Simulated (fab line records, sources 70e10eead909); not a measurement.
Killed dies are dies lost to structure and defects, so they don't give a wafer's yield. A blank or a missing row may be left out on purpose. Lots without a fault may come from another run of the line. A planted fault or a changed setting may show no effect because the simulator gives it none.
fab line records | flow nand_harc
record lots=6 wafers=18 last_day=24
route steps=1159 shown A_ONON_D1@430 A_CHANNEL_HOLE_D1@450 END@1159
lots that met no fault: from a run of the same line without faults
start_h: hours from the record's first day to the start of the lot's first wafer shown | wait_h: hours since the lot's step before | " the same as in the row above | L1.1+2: a row that stands for several wafers | - no value, or no start given | * or withheld: withheld | < > ~ a bound
route shown NAME@n: a module of which the file shows steps, and the number in the route of the first | usual: mean/standard deviation of fault-free wafers | same: alike in all rows | chamber/n: place in a boat | sites: the reading at each site | _std_site: their standard deviation | _edge_site: outer sites' mean less inner sites' | radius_mm: how far each site lies from the wafer's centre | mask NAME#n: copy n | behind: the tool/chamber that last shaped the wafer | hold: why the lot was held/for how many hours/how that ended | device: the transistor (n, p or np) that didn't switch | end of line: the same wafers' tests at the end of the route | a step without rows: its recipe alone | killed: dies lost to structure and defects at the first sort, not the wafer's yield | map: a wafer's dies, x killed, . not, _ none there
set.NAME: the setting as run; set.NAME@STEP: as run at that earlier step | model.NAME: the simulator's own value behind a step, which no gauge read
lots at some steps of the route; a table a step, a row a wafer
services: from which hour (start_h, from the record's first day; less than 0 if before it) a tool's chamber was out of use, for how many hours, and why
## steps
# step NHARC_A_ONON_D1_DEP_09
# recipe target_thk_a=10000 n2_flow_sccm=2750 n2o_flow_sccm=2000 nh3_flow_sccm=500 sih4_flow_sccm=210 temp_c=400
# step NHARC_A_ONON_D1_THK_MEAS_11
# recipe thk_meas_gauge=ellipsometry
# usual thk_nm=998/9.8
# columns lot.wafer tool chamber start_h wait_h thk_nm
L535.1 film_metro-02 - 161.99 - 990
L535.2 " - " " 991
L535.3 " - " " 993
L538.1 film_metro-01 - 191.81 - 1010
L538.2 " - " " 1008
L538.3 " - " " 1009
L542.4 film_metro-01 - 215.10 - 990
L542.5 " - " " 990
L542.6 " - " " 990
L544.3 film_metro-02 - 226.26 - 989
L544.4 " - " " 990
L544.6 " - " " 988
L551.2 film_metro-02 - 268.53 - 985
L551.4 " - " " 985
L551.6 " - " " 985
L556.4 film_metro-02 - 287.50 - 993
L556.5 " - " " 994
L556.6 " - " " 992
# step NHARC_A_ONON_D1_DEP_12
# recipe target_thk_a=10000 n2_flow_sccm=2750 n2o_flow_sccm=2000 nh3_flow_sccm=500 sih4_flow_sccm=210 temp_c=400
# step NHARC_A_ONON_D1_THK_MEAS_14
# recipe thk_meas_gauge=ellipsometry
# usual thk_nm=999/10
# columns lot.wafer tool chamber start_h wait_h thk_nm
L535.1 film_metro-02 - 163.04 - 1008
L535.2 " - " " 1006
L535.3 " - " " 1005
L538.1 film_metro-01 - 192.38 - 1003
L538.2 " - " " 1005
L538.3 " - " " 1005
L542.4 film_metro-01 - 215.66 - 988
L542.5 " - " " 988
L542.6 " - " " 987
L544.3 film_metro-01 - 226.83 - 995
L544.4 " - " " 993
L544.6 " - " " 995
L551.2 film_metro-02 - 269.09 - 1009
L551.4 " - " " 1008
L551.6 " - " " 1009
L556.4 film_metro-01 - 288.06 - 1001
L556.5 " - " " 1001
L556.6 " - " " 1000
# step NHARC_A_ONON_D1_ANNEAL_15
# recipe temp_c=750 time_s=3600
# step NHARC_A_ONON_D1_DEP_16
# recipe target_thk_a=10000 n2_flow_sccm=2750 n2o_flow_sccm=2000 nh3_flow_sccm=500 sih4_flow_sccm=210 temp_c=400
# step NHARC_A_ONON_D1_THK_MEAS_18
# recipe thk_meas_gauge=ellipsometry
# usual thk_nm=1003/11
# columns lot.wafer tool chamber start_h wait_h thk_nm
L535.1 film_metro-01 - 170.72 - 1015
L535.2 " - " " 1014
L535.3 " - " " 1017
L538.1 film_metro-02 - 199.48 - 1006
L538.2 " - " " 1007
L538.3 " - " " 1008
L542.4 film_metro-02 - 224.78 - 1012
L542.5 " - " " 1010
L542.6 " - " " 1011
L544.3 film_metro-02 - 233.96 - 994
L544.4 " - " " 992
L544.6 " - " " 994
L551.2 film_metro-01 - 275.41 - 997
L551.4 " - " " 997
L551.6 " - " " 996
L556.4 film_metro-01 - 295.24 - 998
L556.5 " - " " 997
L556.6 " - " " 996
# step NHARC_A_ONON_D1_DEP_19
# recipe target_thk_a=10000 n2_flow_sccm=2750 n2o_flow_sccm=2000 nh3_flow_sccm=500 sih4_flow_sccm=210 temp_c=400
# step NHARC_A_ONON_D1_THK_MEAS_21
# recipe thk_meas_gauge=ellipsometry
# usual thk_nm=997/8.5
# columns lot.wafer tool chamber start_h wait_h thk_nm
L535.1 film_metro-01 - 171.28 - 998
L535.2 " - " " 1000
L535.3 " - " " 999
L538.1 film_metro-01 - 200.18 - 1009
L538.2 " - " " 1009
L538.3 " - " " 1011
L542.4 film_metro-01 - 225.34 - 1012
L542.5 " - " " 1013
L542.6 " - " " 1012
L544.3 film_metro-01 - 234.53 - 977
L544.4 " - " " 977
L544.6 " - " " 980
L551.2 film_metro-01 - 275.98 - 995
L551.4 " - " " 998
L551.6 " - " " 996
L556.4 film_metro-02 - 295.81 - 1011
L556.5 " - " " 1010
L556.6 " - " " 1012
# step NHARC_A_ONON_D1_DEP_22
# recipe target_thk_a=10000 n2_flow_sccm=2750 n2o_flow_sccm=2000 nh3_flow_sccm=500 sih4_flow_sccm=210 temp_c=400
# step NHARC_A_ONON_D1_THK_MEAS_24
# recipe thk_meas_gauge=ellipsometry
# usual thk_nm=998/9.6
# columns lot.wafer tool chamber start_h wait_h thk_nm
L535.1 film_metro-02 - 171.85 - 1003
L535.2 " - " " 1004
L535.3 " - " " 1004
L538.1 film_metro-02 - 200.88 - 984
L538.2 " - " " 985
L538.3 " - " " 984
L542.4 film_metro-01 - 225.91 - 988
L542.5 " - " " 989
L542.6 " - " " 989
L544.3 film_metro-02 - 235.12 - 994
L544.4 " - " " 994
L544.6 " - " " 993
L551.2 film_metro-01 - 276.54 - 997
L551.4 " - " " 996
L551.6 " - " " 997
L556.4 film_metro-01 - 296.38 - 1003
L556.5 " - " " 1003
L556.6 " - " " 1004
# step NHARC_A_ONON_D1_DEP_25
# recipe target_thk_a=10000 n2_flow_sccm=2750 n2o_flow_sccm=2000 nh3_flow_sccm=500 sih4_flow_sccm=210 temp_c=400
# columns lot.wafer tool chamber start_h wait_h
L535.1+2+3 pecvd_onon-03 0 171.91 0.1
L538.1+2+3 pecvd_onon-02 0 201.07 0.2
L542.4+5+6 pecvd_onon-03 0 226.14 0.2
L544.3+4+6 pecvd_onon-03 0 235.29 0.2
L551.2+4+6 pecvd_onon-02 0 276.65 0.1
L556.4+5+6 pecvd_onon-01 0 296.61 0.2
# step NHARC_A_ONON_D1_THK_MEAS_27
# recipe thk_meas_gauge=ellipsometry
# usual thk_nm=1001/9.4
# columns lot.wafer tool chamber start_h wait_h thk_nm
L535.1 film_metro-01 - 172.42 - 985
L535.2 " - " " 985
L535.3 " - " " 985
L538.1 film_metro-01 - 201.58 - 1010
L538.2 " - " " 1011
L538.3 " - " " 1009
L542.4 film_metro-01 - 226.47 - 992
L542.5 " - " " 992
L542.6 " - " " 992
L544.3 film_metro-01 - 235.69 - 1004
L544.4 " - " " 1003
L544.6 " - " " 1002
L551.2 film_metro-01 - 277.11 - 986
L551.4 " - " " 985
L551.6 " - " " 985
L556.4 film_metro-01 - 296.95 - 1007
L556.5 " - " " 1008
L556.6 " - " " 1007
# step NHARC_A_ONON_D1_DEP_28
# recipe target_thk_a=10000 n2_flow_sccm=2750 n2o_flow_sccm=2000 nh3_flow_sccm=500 sih4_flow_sccm=210 temp_c=400
# step NHARC_A_ONON_D1_THK_MEAS_30
# recipe thk_meas_gauge=ellipsometry
# usual thk_nm=995/10
# columns lot.wafer tool chamber start_h wait_h thk_nm
L535.1 film_metro-02 - 172.98 - 993
L535.2 " - " " 995
L535.3 " - " " 993
L538.1 film_metro-01 - 202.30 - 1015
L538.2 " - " " 1016
L538.3 " - " " 1014
L542.4 film_metro-01 - 227.04 - 987
L542.5 " - " " 987
L542.6 " - " " 988
L544.3 film_metro-02 - 236.25 - 996
L544.4 " - " " 996
L544.6 " - " " 996
L551.2 film_metro-02 - 277.68 - 988
L551.4 " - " " 988
L551.6 " - " " 988
L556.4 film_metro-02 - 297.54 - 1010
L556.5 " - " " 1011
L556.6 " - " " 1014
# step NHARC_A_ONON_D1_DEP_33
# recipe target_thk_a=2000 temp_c=400 pressure_torr=6.5 rf_w=900 teos_flow_sccm=161.4 flow_sccm=2650 target_thk_nm=200 gas=O2 material=SiO2
# step NHARC_A_ONON_D1_THK_MEAS_34
# recipe thk_meas_gauge=ellipsometry
# usual thk_nm=199.9/2.6
# columns lot.wafer tool chamber start_h wait_h thk_nm
L535.1 film_metro-02 - 173.45 - 195.5
L535.2 " - " " 194.9
L535.3 " - " " 197.6
L538.1 film_metro-02 - 202.76 - 197.6
L538.2 " - " " 195.8
L538.3 " - " " 196.3
L542.4 film_metro-02 - 227.51 - 202.0
L542.5 " - " " 204.4
L542.6 " - " " 202.9
L544.3 film_metro-02 - 236.72 - 199.2
L544.4 " - " " 199.9
L544.6 " - " " 201.5
L551.2 film_metro-01 - 278.17 - 197.2
L551.4 " - " " 202.0
L551.6 " - " " 199.4
L556.4 film_metro-02 - 298.01 - 201.4
L556.5 " - " " 204.5
L556.6 " - " " 202.7
# step NHARC_A_CHANNEL_HOLE_D1_DEP_00
# recipe target_thk_a=31000 temp_c=400 material=aC
# usual throttle_valve_pct=35.001/0.0084
# columns lot.wafer tool chamber start_h wait_h throttle_valve_pct
L535.1 acl_dep-01 0 177.15 3.6 35.003
L535.2 " 0 " " 35.011
L535.3 " 0 " " 35.008
L538.1 acl_dep-02 0 202.90 0.1 34.997
L538.2 " 0 " " 35.016
L538.3 " 0 " " 34.988
L542.4 acl_dep-01 0 228.60 1.0 35.003
L542.5 " 0 " " 35.004
L542.6 " 0 " " 35.002
L544.3 acl_dep-02 0 238.55 1.8 35.009
L544.4 " 0 " " 35.003
L544.6 " 0 " " 34.998
L551.2 acl_dep-03 0 280.29 2.1 35.010
L551.4 " 0 " " 34.985
L551.6 " 0 " " 35.006
L556.4 acl_dep-03 0 300.47 2.4 35.000
L556.5 " 0 " " 35.000
L556.6 " 0 " " 34.999
# step NHARC_A_CHANNEL_HOLE_D1_DEP_01
# recipe target_thk_a=1400 target_thk_nm=140 temp_c=400 pressure_torr=3.5 flow_sccm=200 rf_w=350 material=SiON
# usual heater_power_w=730/59
# columns lot.wafer tool chamber start_h wait_h heater_power_w
L535.1 pecvd-02 0 179.11 1.6 735
L535.3 " 1 " " 763
L535.2 " 2 " " 628
L538.2 pecvd-01 0 204.95 1.4 814
L538.3 " 1 " " 761
L538.1 " 2 " " 820
L542.6 pecvd-02 0 229.65 0.1 704
L542.5 " 1 " " 758
L542.4 " 2 " " 646
L544.3 pecvd-02 1 239.89 1.0 824
L544.6 " 2 " " 726
L544.4 " 0 " " 710
L551.2 pecvd-02 0 282.01 1.4 716
L551.4 " 2 " " 682
L551.6 " 0 " " 716
L556.6 pecvd-04 1 301.52 0.1 757
L556.5 " 2 " " 660
L556.4 " 0 " " 724
# step NHARC_A_CHANNEL_HOLE_D1_DEHYDRATE_02
# recipe temp_c=150 time_s=120
# step NHARC_A_CHANNEL_HOLE_D1_HMDS_03
# recipe time_s=30
# step NHARC_A_CHANNEL_HOLE_D1_COAT_36
# recipe temp_c=260 time_s=75
# step NHARC_A_CHANNEL_HOLE_D1_COAT_37
# recipe temp_c=225 time_s=65
# step NHARC_A_CHANNEL_HOLE_D1_COAT_04
# recipe spin_rpm=1500 resist_thk_nm=90
# step NHARC_A_CHANNEL_HOLE_D1_SOFTBAKE_05
# recipe temp_c=105 time_s=55
# step NHARC_A_CHANNEL_HOLE_D1_EBR_06
# step NHARC_A_CHANNEL_HOLE_D1_EXPOSE_07
# recipe na=1.35 target_cd_nm=100 sigma_outer=0.3 dose_mj=59.65 mask_id=HOLE_D1
# step NHARC_A_CHANNEL_HOLE_D1_PEB_08
# recipe peb_temp_c=100 peb_time_s=65
# step NHARC_A_CHANNEL_HOLE_D1_DEVELOP_09
# recipe develop_time_s=35 dev_temp_c=23
# step NHARC_A_CHANNEL_HOLE_D1_CD_MEAS_10
# recipe target_cd_nm=100 landing_energy_ev=500
# usual cd_nm=99.9/0.59
# columns lot.wafer tool chamber start_h wait_h cd_nm
L535.1 cd_sem-02 0 179.84 - 98.3
L535.2 " 0 " " 99.1
L535.3 " 0 " " 99.1
L538.1 cd_sem-01 0 205.67 - 100.1
L538.2 " 0 " " 100.4
L538.3 " 0 " " 100.1
L542.4 cd_sem-03 0 230.29 - 99.8
L542.5 " 0 " " 99.9
L542.6 " 0 " " 100.6
L544.3 cd_sem-01 0 240.44 - 101.0
L544.4 " 0 " " 100.7
L544.6 " 0 " " 99.7
L551.2 cd_sem-01 0 282.68 - 101.2
L551.4 " 0 " " 100.4
L551.6 " 0 " " 100.3
L556.4 cd_sem-01 0 302.16 - 99.3
L556.5 " 0 " " 99.3
L556.6 " 0 " " 99.4
# step NHARC_A_CHANNEL_HOLE_D1_OVL_MEAS_11
# usual overlay_x_nm=0.0/0.85 overlay_y_nm=-0.3/0.87
# columns lot.wafer tool chamber start_h wait_h overlay_x_nm overlay_y_nm
L535.1 overlay-01 - 179.93 - 0.0 -0.4
L535.2 " - " " -0.7 -1.2
L535.3 " - " " -0.7 -1.1
L538.1 overlay-01 - 205.76 - -0.3 -1.3
L538.2 " - " " -0.2 -0.9
L538.3 " - " " 0.0 -1.0
L542.4 overlay-02 - 230.37 - 0.1 0.6
L542.5 " - " " 0.4 1.1
L542.6 " - " " 0.0 0.9
L544.3 overlay-01 - 240.53 - -0.6 -0.7
L544.4 " - " " -0.8 -0.9
L544.6 " - " " -1.1 -0.9
L551.2 overlay-02 - 282.77 - -0.4 -0.2
L551.4 " - " " -1.0 0.3
L551.6 " - " " -0.9 -0.2
L556.4 overlay-02 - 302.25 - -0.7 0.3
L556.5 " - " " -0.3 -0.3
L556.6 " - " " -0.8 -0.5
# step NHARC_A_CHANNEL_HOLE_D1_DESCUM_15
# recipe time_s=3 o2_flow_sccm=200 ar_flow_sccm=0 bias_power_w=0 chemistry=O2
# step NHARC_A_CHANNEL_HOLE_D1_ETCH_38
# recipe target_depth_a=390 over_etch_frac=0.3 time_s=65 ion_energy_ev=80 cf4_flow_sccm=150 ar_flow_sccm=0 rf_w=300 bias_w=100 chemistry=CF4
# usual drypump_motor_current_A=5.7/0.62 oes_product_au=0.998/0.011 rf_vpp_V=151.2/1.1 showerhead_plenum_p_Torr=1.75/0.063 throttle_valve_pct=13.284/0.0086
# columns lot.wafer tool chamber start_h wait_h drypump_motor_current_A oes_product_au rf_hours_counter_h rf_vpp_V showerhead_plenum_p_Torr throttle_valve_pct
L535.3 rie_diel-12 2 180.12 0.1 5.2 1.008 11 149.8 1.66 13.282
L535.2 " 3 " " 5.2 0.989 10 151.0 1.77 13.287
L535.1 " 1 " " 6.0 0.998 11 149.3 1.66 13.291
L538.2 rie_diel-06 2 205.94 0.1 4.8 0.980 8 149.0 1.72 13.279
L538.1 " 3 " " 5.6 1.011 8 150.7 1.81 13.290
L538.3 " 1 " " 6.2 0.999 10 151.7 1.84 13.294
L542.4 rie_diel-12 0 230.56 0.1 6.1 0.985 2 149.6 1.71 13.264
L542.5 " 2 " " 5.2 1.002 - 148.1 1.66 13.283
L542.6 " 3 " " 5.2 0.991 - 150.2 1.76 13.281
L544.3 rie_diel-06 2 240.71 0.1 4.8 0.994 11 150.3 1.72 13.288
L544.4 " 0 " " 6.2 0.976 11 152.2 1.75 13.294
L544.6 " 2 " " 4.8 0.995 - 150.2 1.72 13.286
L551.2 rie_diel-06 3 282.95 0.1 5.6 0.992 1 152.1 1.80 13.278
L551.4 " 0 " " 6.3 0.997 1 150.2 1.75 13.286
L551.6 " 0 " " 6.3 0.992 - 151.2 1.75 13.279
L556.4 rie_diel-05 3 302.45 0.1 6.5 0.993 8 152.4 1.77 13.277
L556.5 " 0 " " 6.1 1.016 - 151.9 1.79 13.278
L556.6 " 1 " " 6.7 0.994 - 151.8 1.77 13.292
# step NHARC_A_CHANNEL_HOLE_D1_ETCH_39
# recipe target_depth_a=2600 over_etch_frac=0.3 time_s=325 ion_energy_ev=200 n2_flow_sccm=150 h2_flow_sccm=150 ar_flow_sccm=0 rf_w=400 bias_w=150 chemistry=N2/H2
# step NHARC_A_CHANNEL_HOLE_D1_ETCH_34
# recipe target_depth_a=1540 time_s=77 cf4_flow_sccm=100 chf3_flow_sccm=30 ar_flow_sccm=0 rf_w=500 bias_w=200 chemistry=CF4/CHF3
# usual drypump_motor_current_A=5.7/0.63 oes_product_au=0.948/0.022 rf_vpp_V=370.3/2.2 showerhead_plenum_p_Torr=1.56/0.058 throttle_valve_pct=16.801/0.0089
# columns lot.wafer tool chamber start_h wait_h drypump_motor_current_A oes_product_au rf_hours_counter_h rf_vpp_V showerhead_plenum_p_Torr throttle_valve_pct
L535.3 rie_diel-12 1 - - 6.0 0.975 11 366.8 1.48 16.790
L535.1 " 3 " " 5.2 0.953 10 370.2 1.57 16.790
L535.2 " 0 " " 6.1 0.960 10 367.7 1.52 16.795
L538.3 rie_diel-06 1 - - 6.2 0.940 10 371.9 1.63 16.805
L538.2 " 2 " " 4.8 0.930 9 370.3 1.53 16.792
L538.1 " 3 " " 5.6 0.931 8 370.8 1.61 16.806
L542.4 rie_diel-12 1 - - 6.0 0.960 3 367.8 1.48 16.809
L542.5 " 3 " " 5.2 0.973 - 371.2 1.57 16.791
L542.6 " 0 " " 6.1 0.971 - 369.1 1.52 16.798
L544.4 rie_diel-06 1 - - 6.2 0.933 12 373.9 1.63 16.792
L544.3 " 3 " " 5.6 0.921 11 370.8 1.61 16.823
L544.6 " 1 " " 6.2 0.934 - 372.9 1.63 16.793
L551.2 rie_diel-06 3 - - 5.6 0.958 2 371.5 1.61 16.792
L551.4 " 0 " " 6.3 0.968 1 369.9 1.56 16.803
L551.6 " 0 " " 6.3 0.969 - 370.4 1.56 16.797
L556.4 rie_diel-05 3 - - 6.6 0.914 8 370.1 1.58 16.810
L556.5 " 1 " " 6.7 0.915 - 370.5 1.58 16.821
L556.6 " 2 " " 4.6 0.948 - 375.2 1.69 16.809
# step NHARC_A_CHANNEL_HOLE_D1_ETCH_16
# recipe target_depth_a=31000 over_etch_frac=0.3 time_s=806 ion_energy_ev=150 o2_flow_sccm=400 cos_flow_sccm=20 ar_flow_sccm=0 rf_w=500 bias_w=300 chemistry=O2/COS
# step NHARC_A_CHANNEL_HOLE_D1_CD_MEAS_18
# usual cd_nm=99.8/2.1
# columns lot.wafer tool chamber start_h wait_h cd_nm
L535.1 cd_sem-01 - 181.12 - 100.3
L535.2 " - " " 97.8
L535.3 " - " " 98.9
L538.1 cd_sem-01 - 206.97 - 97.7
L538.2 " - " " 100.8
L538.3 " - " " 100.1
L542.4 cd_sem-01 - 231.58 - 96.6
L542.5 " - " " 99.3
L542.6 " - " " 98.3
L544.3 cd_sem-03 - 241.73 - 96.7
L544.4 " - " " 103.5
L544.6 " - " " 98.6
L551.2 cd_sem-03 - 283.99 - 98.6
L551.4 " - " " 98.5
L551.6 " - " " 99.9
L556.4 cd_sem-01 - 303.46 - 99.3
L556.5 " - " " 100.4
L556.6 " - " " 100.6
# step NHARC_A_CHANNEL_HOLE_D1_ETCH_19
# recipe bias_v=1200 source_w=2500 pressure_mtorr=15 time_s=34.5 ar_flow_sccm=375 c4f8_flow_sccm=28.8 o2_flow_sccm=96.2 temp_c=-20 target_depth_a=* chemistry=C4F8/O2/Ar
# usual drypump_motor_current_A=6.0/0.47 showerhead_plenum_p_Torr=3.79/0.066 throttle_valve_pct=37.038/0.0085
# columns lot.wafer tool chamber start_h wait_h drypump_motor_current_A rf_hours_counter_h showerhead_plenum_p_Torr throttle_valve_pct
L535.1 har_etch-01 0 181.20 0.1 5.2 191 3.87 37.025
L535.2 " 1 " " 6.0 191 3.78 37.039
L535.3 " 1 " " 6.0 - 3.78 37.057
L538.2 har_etch-02 1 207.04 0.1 6.5 113 3.70 37.040
L538.1 " 0 " " 6.0 113 3.85 37.035
L538.3 " 1 " " 6.6 - 3.70 37.039
L542.4 har_etch-02 1 231.71 0.1 6.5 - 3.70 37.057
L542.6 " 0 " " 6.0 - 3.84 37.033
L542.5 " 1 " " 6.5 - 3.70 37.045
L544.3 har_etch-02 0 241.84 0.1 6.0 - 3.84 37.035
L544.4 " 1 " " 6.5 - 3.70 37.054
L544.6 " 1 " " 6.5 - 3.70 37.041
L551.2 har_etch-01 1 284.56 0.6 6.0 235 3.75 37.029
L551.4 " 0 " " 5.2 - 3.85 37.042
L551.6 " 0 " " 5.2 - 3.85 37.043
L556.4 har_etch-02 0 303.58 0.1 6.0 - 3.82 37.059
L556.5 " 0 " " 6.0 - 3.82 37.028
L556.6 " 1 " " 6.5 - 3.68 37.036
# step NHARC_END_SORT_01
# recipe temp_c=25
# usual killed_at_array=27/8.8 killed_at_other=0.4/0.82 killed_at_periphery=3.1/2.1 killed_dies=31/8.8 killed_open=3.3/2 killed_short=2.0/1.4
# same gross_dies=677
# columns lot.wafer tool chamber start_h wait_h killed_at_array killed_at_other killed_at_periphery killed_dies killed_open killed_short
L542.4 prober-01 0 500.33 3.4 94 1 2 97 5 1
L542.5 prober-01 0 501.13 3.7 93 0 2 95 1 5
L542.6 prober-01 0 501.93 4.0 92 0 4 96 3 3
L544.3 prober-02 0 518.68 3.1 82 0 3 85 5 1
L544.4 prober-02 0 519.48 3.4 87 0 1 88 3 0
L544.6 prober-02 0 521.09 4.0 84 0 4 88 2 1
# killed by level:class
L542.4 A_ONON_D1:unspecified=71 A_STAIRCASE:chamber_film_flake=7 A_CHANNEL_HOLE_D1:chamber_film_flake=4 A_M0:geometric_particle:open=3 A_CONTACT:chamber_film_flake=3 A_WL_FILL:chamber_film_flake=2 P_M0:geometric_particle:open=1 A_ONON_D1:geometric_particle:short=1
L542.5 A_ONON_D1:unspecified=72 A_STAIRCASE:chamber_film_flake=8 A_CHANNEL_HOLE_D1:chamber_film_flake=4 A_BLC:geometric_particle:short=2 A_BONDPAD:chamber_film_flake=2 A_SOURCE_PLATE:geometric_particle:open=1 A_CHANNEL_HOLE_D1:geometric_particle:short=1 A_SLIT:geometric_particle:short=1
L542.6 A_ONON_D1:unspecified=70 A_STAIRCASE:chamber_film_flake=7 A_CHANNEL_HOLE_D1:chamber_film_flake=3 P_BONDPAD:chamber_film_flake=2 A_CHANNEL_FILL_D1:chamber_film_flake=2 A_CONTACT:chamber_film_flake=2 P_CONTACT:geometric_particle:open=1 A_CHANNEL_HOLE_D1:geometric_particle:short=1
L544.3 A_ONON_D1:unspecified=69 A_CHANNEL_HOLE_D1:chamber_film_flake=6 P_M0:geometric_particle:open=2 A_WL_FILL:geometric_particle:short=1 A_CONTACT:geometric_particle:open=1 A_M0:geometric_particle:open=1 A_M1:geometric_particle:open=1 P_STI:chamber_film_flake=1
L544.4 A_ONON_D1:unspecified=72 A_CHANNEL_HOLE_D1:chamber_film_flake=4 A_STAIRCASE:chamber_film_flake=4 A_CONTACT:chamber_film_flake=3 A_WL_FILL:geometric_particle:open=1 A_CONTACT:geometric_particle:open=1 A_BONDPAD:geometric_particle:open=1 P_STI:chamber_film_flake=1
L544.6 A_ONON_D1:unspecified=73 A_CONTACT:chamber_film_flake=5 P_STI:chamber_film_flake=2 A_STAIRCASE:chamber_film_flake=2 A_WL_FILL:chamber_film_flake=2 P_M0:geometric_particle:open=1 P_M1:geometric_particle:short=1 A_M1:geometric_particle:open=1
# map L542.4 (x killed, . not)
____________.____________
_________......._________
_______..........._______
______.............______
_____........x......_____
____xxx..............____
____xx.......x..x....____
___xxx................___
___xxxxx..............___
__xxxxxx..............x__
__xxxxxxx..........xxxx__
_xxxxxxxx.............xx_
_xxxxxxx................_
_xxxxxxx................_
_xxxxxxxxx.............._
_xxxxxxx................_
.x.xxxx...x.x............
..xx.x.....xx............
..xx..................x..
.........................
.............x...........
_......................._
_...........x...x......._
_......................._
_..............x........_
_......................._
__.............x.......__
__....x................__
___...................___
___...................___
____.................____
____.....x...........____
_____......x........_____
______.............______
_______..........._______
_________......._________
____________.____________
# map L544.4 (x killed, . not)
____________.____________
_________......._________
_______..........._______
______.............______
_____..............._____
____x................____
____xx...............____
___xxxxx..............___
___xxxxx..............___
__xxxxxx...........x...__
__xxxxxxx...........x.x__
_xxxxxxxx..............._
_xxxxxxxx...........x..._
_xxxxxx.x...........x..._
_xxxxxx..............x.._
_.xxxxxx................_
...xxx.x.................
.x..x....................
..xx.xx.............x....
.........................
...xx........x..........x
_......................._
_......................._
_................x......_
_....x.................._
_......................._
__.....................__
__.....................__
___...................___
___...................___
____.................____
____......x......x...____
_____..............._____
______.......x.....______
_______..........._______
_________.x....._________
____________.____________
## services
# columns tool chamber start_h hours kind
rie_diel-05 1 148.03 5.6 repair
pecvd_onon-03 - 153.11 13.0 pm
pecvd-02 - 153.24 13.0 pm
acl_dep-02 - 169.33 13.0 pm
rie_diel-05 - 169.94 9.0 pm
pecvd-02 - 170.52 0.4 repair
rie_diel-12 - 202.56 9.0 pm
pecvd-02 0 207.03 5.3 repair
pecvd-02 - 211.36 0.4 repair
acl_dep-03 - 224.60 13.0 pm
pecvd-02 - 235.98 0.8 repair
rie_diel-12 1 239.65 10.6 repair
rie_diel-06 - 241.49 9.0 pm
acl_dep-02 - 241.52 2.3 repair
rie_diel-12 3 241.92 3.9 repair
rie_diel-05 2 246.10 8.9 repair
pecvd_onon-03 - 246.56 2.9 repair
rie_diel-12 - 259.94 0.2 repair
pecvd-02 1 274.46 5.7 repair
pecvd_onon-03 - 286.80 1.2 repair
pecvd_onon-02 - 292.00 13.0 pm
acl_dep-01 - 292.65 13.0 pm
rie_diel-12 0 293.46 11.1 repair
rie_diel-05 3 294.07 3.3 repair
## key
first_sign step=NHARC_END_SORT_01 reading=killed_at_array direction=up sigmas=6.9 usual=27 struck=89
effect step=NHARC_END_SORT_01 reading=killed_dies direction=up sigmas=6.9 usual=31 struck=92
more_kills_born_at NHARC_A_ONON_D1_DEP_25@pecvd_onon-03=427
met_at NHARC_A_ONON_D1_DEP_25
struck_wafers L542.4,L542.5,L542.6,L544.3,L544.4,L544.6
tester_left_out L542,L544
onset_between 171.91 226.14
fault kind=chamber_particle_source tool=pecvd_onon-03 chamber=- onset_h=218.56 steps=NHARC_A_ONON_D1_DEP_25 rate_per_visit_cm2=0.93674 end_h=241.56
# tester_left_out: of these lots the tester's yield and bins aren't shown, on N5 and GAA mostly nor the transistor test; their killed dies are dies lost to structure and defects alone, not to doping, threshold or leakage, so they don't give the yield
